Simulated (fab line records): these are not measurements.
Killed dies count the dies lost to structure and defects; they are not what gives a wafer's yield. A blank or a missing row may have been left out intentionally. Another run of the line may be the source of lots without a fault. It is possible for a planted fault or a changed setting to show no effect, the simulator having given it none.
Split-lot trial	flow n5_finfet	39 wafers read across 7 lots, on a route 1938 steps long

ON THE SPLIT
At N5_PASSIVATION_SPUTTER_20 (material TaN, target thk 50 nm), the setting target_thk_a was moved away from the recipe's 500 angstrom on 18 of the 39 wafers read, by -49.1% to +58.8%. This setting was run at the recipe's value on the other wafers.

The reading is taken at the split's own step.

THE READING
TaN_of_PASSIVATION_SPUTTER_20.thk_nm (the simulator's own value, which no gauge read), in nm, at N5_PASSIVATION_SPUTTER_20 (material TaN, target thk 50 nm). The file does not state a usual value for it. Across the 21 wafers here that went through the recipe, the average is 50.2 nm and the standard deviation 0.54 nm.

wafer	tool, chamber at the split	target_thk_a as run, angstrom	against the recipe	TaN_of_PASSIVATION_SPUTTER_20.thk_nm, nm	against lot-mates on the recipe
L077.1	pvd_sputter-01, -	784.6	+56.9%	78.4	+28.2
L077.2	pvd_sputter-01, -	500	recipe	50	-
L077.3	pvd_sputter-01, -	784.6	+56.9%	78	+27.8
L077.4	pvd_sputter-01, -	500	recipe	50.4	-
L077.5	pvd_sputter-01, -	784.6	+56.9%	78.8	+28.6
L077.6	pvd_sputter-01, -	500	recipe	50.2	-
L079.1	pvd_sputter-03, -	500	recipe	49.4	-
L079.2	pvd_sputter-03, -	793.2	+58.6%	79.4	+29.9
L079.3	pvd_sputter-03, -	793.2	+58.6%	78.2	+28.7
L079.4	pvd_sputter-03, -	793.2	+58.6%	79.6	+30.1
L079.5	pvd_sputter-03, -	500	recipe	49	-
L079.6	pvd_sputter-03, -	500	recipe	50	-
L081.1	pvd_sputter-01, -	424.9	-15.0%	43.2	-7.3
L081.2	pvd_sputter-01, -	500	recipe	50.6	-
L081.3	pvd_sputter-01, -	424.9	-15.0%	42.8	-7.7
L081.4	pvd_sputter-01, -	424.9	-15.0%	43	-7.5
L081.5	pvd_sputter-01, -	500	recipe	50.4	-
L081.6	pvd_sputter-01, -	500	recipe	50.4	-
L083.1	pvd_sputter-03, -	254.3	-49.1%	24.6	-25.1
L083.6	pvd_sputter-03, -	254.3	-49.1%	24.6	-25.1
L083.2	pvd_sputter-03, -	500	recipe	49.8	-
L083.4	pvd_sputter-03, -	500	recipe	49.8	-
L083.3	pvd_sputter-03, -	500	recipe	49.6	-
L083.5	pvd_sputter-03, -	254.3	-49.1%	25.2	-24.5
L085.1	pvd_sputter-02, -	500	recipe	51	-
L085.2	pvd_sputter-02, -	500	recipe	50.6	-
L085.5	pvd_sputter-02, -	500	recipe	50.6	-
L085.3	pvd_sputter-02, -	638.9	+27.8%	64.4	+13.7
L085.4	pvd_sputter-02, -	638.9	+27.8%	64.6	+13.9
L085.6	pvd_sputter-02, -	638.9	+27.8%	65.2	+14.5
L088.1	pvd_sputter-02, -	500	recipe	50.2	-
L088.2	pvd_sputter-02, -	500	recipe	50.2	-
L088.6	pvd_sputter-02, -	500	recipe	50.2	-
L088.3	pvd_sputter-02, -	794.2	+58.8%	79.6	+29.4
L088.4	pvd_sputter-02, -	794.2	+58.8%	80.6	+30.4
L088.5	pvd_sputter-02, -	794.2	+58.8%	80	+29.8
L091.3	pvd_sputter-01, -	500	recipe	50	-
L091.4	pvd_sputter-01, -	500	recipe	51.2	-
L091.5	pvd_sputter-01, -	500	recipe	51.2	-

THE FIT
A straight line over all 39 wafers: TaN_of_PASSIVATION_SPUTTER_20.thk_nm changes by +0.503 nm for each +1% of target_thk_a; r = +1.00; the points scatter about the line by 0.6 nm.
The same after taking each lot's own level away (the mean of its wafers on the recipe; 39 wafers): +0.504 nm for each +1%; r = +1.00; scatter 0.38 nm.
The reading moves by 30 nm for the largest change in target_thk_a, on that fit.
From 49.47 to 50.80 nm: that is the span of the lots' own levels, equal to 2.5 times the standard deviation above.
The two slopes are in agreement: the lot-to-lot level therefore moves the slope only a little.
Check: with one of the wafers moved furthest among these (+58.8%) left out of the fit, the line predicts +29.6 nm for it against its lot-mates. It came out at +29.4 nm against them.

ADDITIONAL SPLITS CARRIED BY THESE WAFERS
Before the reading, these wafers also passed through other splits. Each is held against what the fit with the lots' levels taken away leaves over:
other split on the same wafers	wafers away from the commonest value	r with TaN_of_PASSIVATION_SPUTTER_20.thk_nm (lot level and that fit taken away)
N5_BEOL_M7_ILD_DEP_00 time_s	15	-0.08
N5_BEOL_M7_DESCUM_33 time_s	12	+0.05
N5_BEOL_M9_TRENCH_ETCH_37 time_s	18	-0.08

THE FILE'S OWN FIT
TaN_of_PASSIVATION_SPUTTER_20.thk_nm changes by +0.504 nm for each +1% of target_thk_a, r = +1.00.
